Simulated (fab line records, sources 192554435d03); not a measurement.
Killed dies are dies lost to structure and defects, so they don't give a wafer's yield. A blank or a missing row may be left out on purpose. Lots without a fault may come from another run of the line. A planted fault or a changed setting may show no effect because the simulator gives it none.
Chamber matching | flow n5_finfet | N5_BEOL_M1_ETCH_64 on rie_diel-02: 4 sister chambers
The step etches SOC in N2/H2, target depth 75 nm, overetch 15 nm, time 112.5 s. 8 wafers are shown with their chamber, then 10 later ones without.

WAFERS WITH THEIR CHAMBER
wafer  | chamber | drypump_motor_current_A (A) | throttle_valve_pct (%)
L078.4 | 0       | 6.0                         | 18.29
L077.5 | 0       | 6.0                         | 18.30
L077.6 | 1       | 5.9                         | 17.45
L079.2 | 1       | 5.9                         | 17.45
L079.4 | 3       | 4.7                         | 18.04
L079.6 | 2       | 5.6                         | 17.61
L085.2 | 3       | 4.8                         | 18.08
L085.5 | 2       | 5.6                         | 17.62

WAFERS WITHOUT THEIR CHAMBER
wafer  | drypump_motor_current_A (A) | throttle_valve_pct (%)
L085.6 | 4.8                         | 18.06
L092.1 | 4.8                         | 18.09
L092.4 | 6.0                         | 18.33
L092.5 | 4.8                         | 18.09
L093.1 | 4.8                         | 18.09
L093.4 | 6.1                         | 18.32
L093.6 | 5.9                         | 17.48
L097.2 | 6.0                         | 18.34
L097.4 | 5.9                         | 17.50
L097.6 | 4.7                         | 18.10

WHICH CHAMBER EACH WENT THROUGH
wafer  | from the rows above | in truth
L085.6 | 3                   | 3
L092.1 | 3                   | 3
L092.4 | 0                   | 0
L092.5 | 3                   | 3
L093.1 | 3                   | 3
L093.4 | 0                   | 0
L093.6 | 1                   | 1
L097.2 | 0                   | 0
L097.4 | 1                   | 1
L097.6 | 3                   | 3
Placed correctly: 10 of 10. Can't be placed from these rows: 0. Placed wrongly: 0.
How it was worked out, from the rows above alone: a wafer's distance from a chamber is the root of the sum, over the readings, of the square of ((its reading less the chamber's mean) divided by the reading's scatter). The wafer belongs to the nearest chamber; if the next one is less than 2 further off, it can't be placed. A chamber's mean is the mean of its shown wafers. The scatter: the root of (the sum of the squares of (reading less its chamber's mean) over the shown wafers, divided by (wafers less chambers)).
